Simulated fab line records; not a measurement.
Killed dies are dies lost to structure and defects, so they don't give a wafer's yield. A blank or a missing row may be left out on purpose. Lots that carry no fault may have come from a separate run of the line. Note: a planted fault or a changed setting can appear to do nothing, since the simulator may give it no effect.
Chamber matching | flow nand-harc | NHARC_A_STAIRCASE_ETCHBACK_157 on rie-diel-04: 4 sister chambers
The step etches the open film in CH3F/O2, target depth 90 nm, time 167.14 s. 4 wafers are shown with their chamber, then 8 later ones without.

== WAFERS WITH THEIR CHAMBER ==
wafer  | chamber | showerhead-plenum-p-Torr (Torr)
L078.4 | 3       | 2.59
L083.1 | 2       | 2.64
L082.6 | 0       | 2.40
L086.2 | 1       | 2.63

== WAFERS WITHOUT THEIR CHAMBER ==
wafer  | showerhead-plenum-p-Torr (Torr)
L086.5 | 2.63
L086.6 | 2.64
L092.3 | 2.62
L092.4 | 2.62
L092.5 | 2.38
L094.4 | 2.57
L094.5 | 2.57
L094.6 | 2.38

== WHICH CHAMBER EACH WENT THROUGH ==
wafer  | from the rows above          | in truth
L086.5 | can't be placed: 1 or 2      | 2
L086.6 | can't be placed: 2 or 1      | 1
L092.3 | can't be placed: 1 or 2 or 3 | 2
L092.4 | can't be placed: 1 or 2 or 3 | 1
L092.5 | 0                            | 0
L094.4 | 3                            | 3
L094.5 | 3                            | 3
L094.6 | 0                            | 0
4 of 8 placed correctly. Unplaceable from these rows: 4, with the true chamber sitting among the candidates in 4. Wrongly placed: 0.
How it was worked out, from the rows above alone: a wafer's distance from a chamber is the root of the sum, over the readings, of the square of ((its reading less the chamber's mean) divided by the reading's scatter). The wafer belongs to the nearest chamber; if the next one is less than 2 further off, it can't be placed. Each chamber's mean is taken over the wafers shown for it. The scatter: with one shown wafer a chamber, the root of the mean of the squares of how far each hidden wafer lies from its nearest shown one.
